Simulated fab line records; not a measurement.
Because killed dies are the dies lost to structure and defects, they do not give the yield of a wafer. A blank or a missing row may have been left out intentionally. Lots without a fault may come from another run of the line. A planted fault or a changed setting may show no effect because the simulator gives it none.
Which tool is to blame? + flow n5Finfet + 24 lots with 72 wafers sampled at 4 steps, on a route of 1938 steps

WHAT THE GAUGES READ, wafer by wafer
N5_BEOL_M12_CD_MEAS_28 targets a cd of 160.2 nm.
| lot  | measured     | on       | cdNm (nm)         |
|------|--------------|----------|-------------------|
| L074 | day 9 23:25  | cdSem-01 | 163.0 158.9 160.9 |
| L075 | day 10 17:58 | cdSem-03 | 160.8 160.4 160.7 |
| L077 | day 10 22:19 | cdSem-03 | 160.5 160.5 161.7 |
| L076 | day 11 00:24 | cdSem-01 | 160.2 157.4 159.3 |
| L078 | day 11 08:54 | cdSem-02 | 158.9 159.0 157.3 |
| L080 | day 11 20:41 | cdSem-02 | 160.1 159.8 160.6 |
| L079 | day 11 21:06 | cdSem-02 | 159.2 159.5 161.6 |
| L081 | day 11 23:07 | cdSem-03 | 158.9 160.4 158.1 |
| L082 | day 12 14:52 | cdSem-01 | 156.0 157.0 155.6 |
| L083 | day 12 16:21 | cdSem-01 | 162.0 162.5 161.8 |
| L084 | day 12 19:28 | cdSem-02 | 158.8 156.8 157.9 |
| L085 | day 13 01:13 | cdSem-01 | 160.9 160.4 162.1 |
| L086 | day 13 23:13 | cdSem-02 | 157.0 157.2 158.2 |
| L087 | day 13 23:36 | cdSem-01 | 159.9 159.4 159.6 |
| L088 | day 14 07:10 | cdSem-01 | 160.3 160.9 158.5 |
| L089 | day 14 08:05 | cdSem-01 | 158.1 161.0 160.9 |
| L090 | day 14 12:44 | cdSem-02 | 161.0 161.9 159.7 |
| L094 | day 15 04:53 | cdSem-01 | 159.5 157.8 157.1 |
| L092 | day 15 05:16 | cdSem-02 | 157.5 160.2 160.4 |
| L093 | day 15 08:09 | cdSem-03 | 157.7 161.0 160.9 |
| L091 | day 15 14:16 | cdSem-02 | 159.3 158.5 159.6 |
| L095 | day 16 04:10 | cdSem-03 | 160.9 158.6 162.6 |
| L096 | day 16 14:46 | cdSem-01 | 160.5 161.4 163.6 |
| L097 | day 16 18:31 | cdSem-02 | 160.1 158.6 161.3 |

N5_BEOL_M13_CD_MEAS_10 targets a cd of 190 nm.
| lot  | measured     | on       | cdNm (nm)         |
|------|--------------|----------|-------------------|
| L074 | day 10 03:05 | cdSem-01 | 189.8 187.6 187.4 |
| L075 | day 10 22:30 | cdSem-03 | 191.2 188.9 190.8 |
| L077 | day 11 01:07 | cdSem-02 | 189.1 190.6 190.8 |
| L076 | day 11 03:34 | cdSem-03 | 189.8 189.8 189.0 |
| L078 | day 11 12:38 | cdSem-01 | 187.3 187.1 188.7 |
| L080 | day 12 03:42 | cdSem-02 | 189.1 188.3 187.7 |
| L079 | day 12 03:50 | cdSem-02 | 187.0 188.8 187.8 |
| L081 | day 12 04:06 | cdSem-01 | 188.7 186.6 188.7 |
| L082 | day 12 18:10 | cdSem-03 | 189.2 188.8 188.6 |
| L083 | day 12 23:26 | cdSem-02 | 191.2 189.7 189.1 |
| L084 | day 13 07:56 | cdSem-01 | 188.9 189.6 190.4 |
| L085 | day 13 09:59 | cdSem-02 | 190.3 190.5 190.6 |
| L086 | day 14 04:15 | cdSem-03 | 189.3 189.1 190.1 |
| L087 | day 14 04:33 | cdSem-01 | 190.1 188.3 190.3 |
| L088 | day 14 11:09 | cdSem-02 | 188.9 189.6 188.7 |
| L089 | day 14 15:30 | cdSem-01 | 189.3 190.8 191.3 |
| L090 | day 14 16:52 | cdSem-03 | 189.4 189.3 188.5 |
| L094 | day 15 10:38 | cdSem-01 | 187.5 186.1 186.9 |
| L092 | day 15 09:56 | cdSem-02 | 191.5 191.9 190.6 |
| L093 | day 15 12:41 | cdSem-01 | 191.0 189.2 190.9 |
| L091 | day 15 22:57 | cdSem-01 | 185.3 187.6 187.6 |
| L095 | day 16 08:03 | cdSem-03 | 190.8 189.4 191.0 |
| L096 | day 16 21:04 | cdSem-02 | 188.9 188.8 190.4 |
| L097 | day 16 22:04 | cdSem-02 | 191.1 190.2 189.4 |

N5_BEOL_M13_OVL_MEAS_11.
| lot  | measured     | on         | V12_OVL (nm) |
|------|--------------|------------|--------------|
| L074 | day 10 03:07 | overlay-01 | -4 -2 1      |
| L075 | day 10 22:32 | overlay-01 | 1 3 7        |
| L077 | day 11 01:08 | overlay-01 | 7 9 11       |
| L076 | day 11 03:36 | overlay-01 | 10 6 3       |
| L078 | day 11 12:40 | overlay-01 | 6 4 5        |
| L080 | day 12 03:44 | overlay-02 | 14 8 13      |
| L079 | day 12 03:52 | overlay-02 | 6 15 11      |
| L081 | day 12 04:08 | overlay-02 | 3 12 13      |
| L082 | day 12 18:12 | overlay-02 | 1 5 4        |
| L083 | day 12 23:28 | overlay-02 | -2 -5 -4     |
| L084 | day 13 07:58 | overlay-01 | 9 8 6        |
| L085 | day 13 10:01 | overlay-02 | 12 10 10     |
| L086 | day 14 04:18 | overlay-01 | -6 -1 6      |
| L087 | day 14 04:35 | overlay-01 | 8 8 2        |
| L088 | day 14 11:11 | overlay-01 | 6 2 5        |
| L089 | day 14 15:31 | overlay-01 | 1 -3 -6      |
| L090 | day 14 16:53 | overlay-01 | 3 6 12       |
| L094 | day 15 10:40 | overlay-01 | 5 3 5        |
| L092 | day 15 09:58 | overlay-01 | 0 3 2        |
| L093 | day 15 12:42 | overlay-01 | 6 1 9        |
| L091 | day 15 22:59 | overlay-01 | 4 -2 3       |
| L095 | day 16 08:05 | overlay-01 | 4 7 9        |
| L096 | day 16 21:06 | overlay-02 | -2 4 3       |
| L097 | day 16 22:05 | overlay-02 | 3 5 13       |

TOOL THAT RAN EACH LOT (tool first, then ch and the chambers of the sampled wafers, then the start)
| lot  | N5_BEOL_M11_ANNEAL_51           |
|------|---------------------------------|
| L074 | rtpAnneal-02 ch 0, day 9 21:25  |
| L075 | rtpAnneal-02 ch 0, day 10 15:50 |
| L077 | rtpAnneal-01 ch 0, day 10 20:14 |
| L076 | rtpAnneal-02 ch 0, day 10 22:05 |
| L078 | rtpAnneal-01 ch 0, day 11 06:39 |
| L080 | rtpAnneal-02 ch 0, day 11 18:34 |
| L079 | rtpAnneal-01 ch 0, day 11 18:45 |
| L081 | rtpAnneal-01 ch 0, day 11 20:45 |
| L082 | rtpAnneal-01 ch 0, day 12 12:18 |
| L083 | rtpAnneal-02 ch 0, day 12 13:34 |
| L084 | rtpAnneal-01 ch 0, day 12 17:02 |
| L085 | rtpAnneal-02 ch 0, day 12 23:07 |
| L086 | rtpAnneal-02 ch 0, day 13 20:55 |
| L087 | rtpAnneal-02 ch 0, day 13 21:16 |
| L088 | rtpAnneal-01 ch 0, day 14 04:52 |
| L089 | rtpAnneal-02 ch 0, day 14 05:58 |
| L090 | rtpAnneal-01 ch 0, day 14 10:16 |
| L094 | rtpAnneal-01 ch 0, day 15 02:33 |
| L092 | rtpAnneal-02 ch 0, day 15 02:53 |
| L093 | rtpAnneal-02 ch 0, day 15 05:43 |
| L091 | rtpAnneal-01 ch 0, day 15 12:09 |
| L095 | rtpAnneal-02 ch 0, day 16 01:56 |
| L096 | rtpAnneal-01 ch 0, day 16 12:23 |
| L097 | rtpAnneal-02 ch 0, day 16 16:15 |
- N5_BEOL_M11_ANNEAL_51: time 90 s.

AS READ BY THE TOOLS THEMSELVES (means over the sampled wafers that have a number; for cases with no such wafer, the mark the record gives instead)
N5_BEOL_M11_ANNEAL_51.
| lot  | tool         | wafer_temp_C_max |
|------|--------------|------------------|
| L074 | rtpAnneal-02 | 225.71           |
| L075 | rtpAnneal-02 | 225.81           |
| L077 | rtpAnneal-01 | 225.80           |
| L076 | rtpAnneal-02 | 225.57           |
| L078 | rtpAnneal-01 | 226.16           |
| L080 | rtpAnneal-02 | 226.03           |
| L079 | rtpAnneal-01 | 225.85           |
| L081 | rtpAnneal-01 | 225.72           |
| L082 | rtpAnneal-01 | 225.71           |
| L083 | rtpAnneal-02 | 225.81           |
| L084 | rtpAnneal-01 | 225.51           |
| L085 | rtpAnneal-02 | 226.02           |
| L086 | rtpAnneal-02 | 225.79           |
| L087 | rtpAnneal-02 | 225.95           |
| L088 | rtpAnneal-01 | 225.39           |
| L089 | rtpAnneal-02 | 225.65           |
| L090 | rtpAnneal-01 | 225.56           |
| L094 | rtpAnneal-01 | 225.61           |
| L092 | rtpAnneal-02 | 226.07           |
| L093 | rtpAnneal-02 | 225.45           |
| L091 | rtpAnneal-01 | 225.65           |
| L095 | rtpAnneal-02 | 225.77           |
| L096 | rtpAnneal-01 | 225.71           |
| L097 | rtpAnneal-02 | 225.89           |

THE ANSWER, worked out from the rows above alone
Rule: usual is defined by the lots themselves. The widest of any qualifying gaps counts: lots, ordered by their means at a reading, are off when they make up no more than a third of the lots, leave a main group of 4 or more, and stand apart from it by 3 or more times the standard deviation of that group's means. A main group whose means are all the same, to the digits that the tables above print for the reading, isn't used. Also off: a lot with no number at a reading for which 4 or more lots have one. All remaining lots with rows at the step are treated as sound. Order of review: gauges by route order, followed by the tools' own readings, for which a lot's mean as printed above is used. The first step at which some lot is off is used, and at that step the reading that is off furthest; a lot without a number counts as furthest.
None of the lots is off at any reading shown; this tells nothing.

WHAT THE SIMULATOR PUT IN
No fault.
